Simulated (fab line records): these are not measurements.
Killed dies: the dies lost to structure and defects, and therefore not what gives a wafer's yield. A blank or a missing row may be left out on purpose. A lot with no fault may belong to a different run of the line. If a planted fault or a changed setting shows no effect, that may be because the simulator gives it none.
Matching of chambers + flow n5Finfet + 4 sister chambers for N5_BEOL_M10_STRIP_19 on rieDiel-04
The step strips in O2. 4 wafers are shown with their chamber, then 8 later ones without.

## WAFERS PAIRED WITH THEIR CHAMBERS
| wafer  | chamber | showerheadPlenumPTorr (Torr) |
|--------|---------|------------------------------|
| L076.4 | 0       | 1.98                         |
| L082.3 | 3       | 2.16                         |
| L082.6 | 1       | 2.08                         |
| L089.1 | 2       | 2.13                         |

## WAFERS WITH NO CHAMBER GIVEN
| wafer  | showerheadPlenumPTorr (Torr) |
|--------|------------------------------|
| L089.2 | 2.08                         |
| L089.4 | 2.24                         |
| L090.2 | 2.24                         |
| L090.3 | 2.15                         |
| L090.5 | 2.24                         |
| L091.1 | 2.15                         |
| L091.3 | 2.08                         |
| L091.6 | 2.15                         |

## WHICH CHAMBER EACH ONE RAN IN
| wafer  | from the rows above          | in truth |
|--------|------------------------------|----------|
| L089.2 | can't be placed: 1 or 2 or 3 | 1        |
| L089.4 | can't be placed: 3 or 2 or 1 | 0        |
| L090.2 | can't be placed: 3 or 2 or 1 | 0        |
| L090.3 | can't be placed: 3 or 2 or 1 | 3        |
| L090.5 | can't be placed: 3 or 2 or 1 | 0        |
| L091.1 | can't be placed: 3 or 2 or 1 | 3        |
| L091.3 | can't be placed: 1 or 2 or 3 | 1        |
| L091.6 | can't be placed: 3 or 2 or 1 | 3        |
Correct placement for 0 of the 8. Cannot be placed on the basis of these rows: 8; the candidates contain the true chamber in 5. Wrongly placed: 0.
How it was worked out, from the rows above alone: a wafer's distance from a chamber is the root of the sum, over the readings, of the square of ((its reading less the chamber's mean) divided by the reading's scatter). The wafer belongs to the nearest chamber; if the next one is less than 2 further off, it can't be placed. Each chamber's mean is taken over the wafers shown for it. The scatter: root of mean squared gap, hidden wafer to nearest shown wafer, with one shown wafer a chamber.
